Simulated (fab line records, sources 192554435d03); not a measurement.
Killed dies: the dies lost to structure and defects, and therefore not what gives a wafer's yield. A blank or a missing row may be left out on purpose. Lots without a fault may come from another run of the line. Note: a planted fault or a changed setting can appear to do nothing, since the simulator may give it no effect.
Split-lot study :: flow n5-finfet :: 21 wafers read across 7 lots, on a route 1938 steps long

== ABOUT THE SPLIT ==
At N5_BEOL_M3_COAT_76 (time 60 s, resist thk 5 nm), the setting spin-rpm was moved away from the recipe's 1500 rpm on 4 of the 21 wafers read, by -8.2% to -5.3%. The other wafers ran this setting at the recipe's value.

== FROM THE SPLIT TO THE READING: what the file shows between them, 3 steps ==
- N5_BEOL_M3_COAT_22: resist thk 30 nm
- N5_BEOL_M3_EBR_24
- N5_BEOL_M3_DESCUM_33: chemistry O2, time 7 s

== THE READING ==
etch.depth-nm (the simulator's own value, which no gauge read), in nm, at N5_BEOL_M3_ETCH_77 (etches underlayer in N2/H2, target depth 6.5 nm, time 5.2 s). The file does not state a usual value for it. Across the 17 wafers here that went through the recipe, the average is 5.001 nm and the standard deviation 0.011 nm.

wafer: L080.2
tool, chamber at the split: litho-track-05, 0
spin-rpm as run, rpm: 1500
against the recipe: recipe
etch.depth-nm, nm: 5
against lot-mates on the recipe: -

wafer: L080.3
tool, chamber at the split: litho-track-05, 0
spin-rpm as run, rpm: 1500
against the recipe: recipe
etch.depth-nm, nm: 5.014
against lot-mates on the recipe: -

wafer: L080.4
tool, chamber at the split: litho-track-05, 0
spin-rpm as run, rpm: 1500
against the recipe: recipe
etch.depth-nm, nm: 4.996
against lot-mates on the recipe: -

wafer: L081.1
tool, chamber at the split: litho-track-02, 0
spin-rpm as run, rpm: 1421
against the recipe: -5.3%
etch.depth-nm, nm: 5.141
against lot-mates on the recipe: +0.140

wafer: L081.4
tool, chamber at the split: litho-track-02, 0
spin-rpm as run, rpm: 1500
against the recipe: recipe
etch.depth-nm, nm: 5.001
against lot-mates on the recipe: -

wafer: L081.5
tool, chamber at the split: litho-track-02, 0
spin-rpm as run, rpm: 1421
against the recipe: -5.3%
etch.depth-nm, nm: 5.143
against lot-mates on the recipe: +0.142

wafer: L085.1
tool, chamber at the split: litho-track-02, 0
spin-rpm as run, rpm: 1500
against the recipe: recipe
etch.depth-nm, nm: 5.001
against lot-mates on the recipe: -

wafer: L085.2
tool, chamber at the split: litho-track-02, 0
spin-rpm as run, rpm: 1500
against the recipe: recipe
etch.depth-nm, nm: 4.996
against lot-mates on the recipe: -

wafer: L085.5
tool, chamber at the split: litho-track-02, 0
spin-rpm as run, rpm: 1500
against the recipe: recipe
etch.depth-nm, nm: 5.019
against lot-mates on the recipe: -

wafer: L086.2
tool, chamber at the split: litho-track-03, 0
spin-rpm as run, rpm: 1500
against the recipe: recipe
etch.depth-nm, nm: 5.008
against lot-mates on the recipe: -

wafer: L086.4
tool, chamber at the split: litho-track-03, 0
spin-rpm as run, rpm: 1500
against the recipe: recipe
etch.depth-nm, nm: 4.995
against lot-mates on the recipe: -

wafer: L086.6
tool, chamber at the split: litho-track-03, 0
spin-rpm as run, rpm: 1500
against the recipe: recipe
etch.depth-nm, nm: 5.01
against lot-mates on the recipe: -

wafer: L089.3
tool, chamber at the split: litho-track-03, 0
spin-rpm as run, rpm: 1377
against the recipe: -8.2%
etch.depth-nm, nm: 5.204
against lot-mates on the recipe: +0.228

wafer: L089.4
tool, chamber at the split: litho-track-03, 0
spin-rpm as run, rpm: 1377
against the recipe: -8.2%
etch.depth-nm, nm: 5.221
against lot-mates on the recipe: +0.245

wafer: L089.6
tool, chamber at the split: litho-track-03, 0
spin-rpm as run, rpm: 1500
against the recipe: recipe
etch.depth-nm, nm: 4.976
against lot-mates on the recipe: -

wafer: L088.3
tool, chamber at the split: litho-track-02, 0
spin-rpm as run, rpm: 1500
against the recipe: recipe
etch.depth-nm, nm: 5.005
against lot-mates on the recipe: -

wafer: L088.4
tool, chamber at the split: litho-track-02, 0
spin-rpm as run, rpm: 1500
against the recipe: recipe
etch.depth-nm, nm: 5.017
against lot-mates on the recipe: -

wafer: L088.5
tool, chamber at the split: litho-track-02, 0
spin-rpm as run, rpm: 1500
against the recipe: recipe
etch.depth-nm, nm: 5.006
against lot-mates on the recipe: -

wafer: L097.1
tool, chamber at the split: litho-track-03, 0
spin-rpm as run, rpm: 1500
against the recipe: recipe
etch.depth-nm, nm: 4.977
against lot-mates on the recipe: -

wafer: L097.3
tool, chamber at the split: litho-track-03, 0
spin-rpm as run, rpm: 1500
against the recipe: recipe
etch.depth-nm, nm: 4.996
against lot-mates on the recipe: -

wafer: L097.6
tool, chamber at the split: litho-track-03, 0
spin-rpm as run, rpm: 1500
against the recipe: recipe
etch.depth-nm, nm: 5.002
against lot-mates on the recipe: -

THE FIT
A straight line over all 21 wafers: etch.depth-nm changes by -0.026 nm for each +1% of spin-rpm; r = -0.99; the points scatter about the line by 0.011 nm.
The same after taking each lot's own level away (the mean of its wafers on the recipe; 21 wafers): -0.0283 nm for each +1%; r = -0.99; scatter 0.0084 nm.
Per that fit: largest spin-rpm move, reading shift of 0.23 nm.
The lots' own levels span 4.9760 to 5.0093 nm, that is 2.9 times the standard deviation above.
Consequently the slope shifts little with the lot-to-lot level, the two slopes agreeing.
Check: for one of the wafers moved furthest among these (-8.2%), held out of the fit, the line's prediction against its lot-mates is +0.234 nm. Against them it came out at +0.228 nm.

== THESE WAFERS: OTHER SPLITS ==
Other splits were also applied to these wafers ahead of the reading. Each is held against what the fit with the lots' levels taken away leaves over:
other split on the same wafers: N5_HKMG_FIN_COAT_66 spin-rpm
wafers away from the commonest value: 9
r with etch.depth-nm (lot level and that fit taken away): +0.17

other split on the same wafers: N5_MOL_CONTACT_COAG_ALD_27 ald-cycles
wafers away from the commonest value: 6
r with etch.depth-nm (lot level and that fit taken away): -0.08

other split on the same wafers: N5_MOL_CONTACT_COAG_EXPOSE_81 dose-mj
wafers away from the commonest value: 9
r with etch.depth-nm (lot level and that fit taken away): +0.28

other split on the same wafers: N5_BEOL_M0_SAQP_ETCH_88 source-w
wafers away from the commonest value: 8
r with etch.depth-nm (lot level and that fit taken away): +0.01

other split on the same wafers: N5_BEOL_M1_TRENCH_ETCH_37 source-w
wafers away from the commonest value: 7
r with etch.depth-nm (lot level and that fit taken away): +0.11

other split on the same wafers: N5_BEOL_M2_ALD_98 ald-cycles
wafers away from the commonest value: 10
r with etch.depth-nm (lot level and that fit taken away): +0.09

other split on the same wafers: N5_BEOL_M2_ETCH_70 time-s
wafers away from the commonest value: 5
r with etch.depth-nm (lot level and that fit taken away): -0.25

other split on the same wafers: N5_BEOL_M3_COAT_67 spin-rpm
wafers away from the commonest value: 5
r with etch.depth-nm (lot level and that fit taken away): -0.04

== THE FILE'S OWN FIT ==
etch.depth-nm changes by -0.0282 nm for each +1% of spin-rpm, r = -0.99.
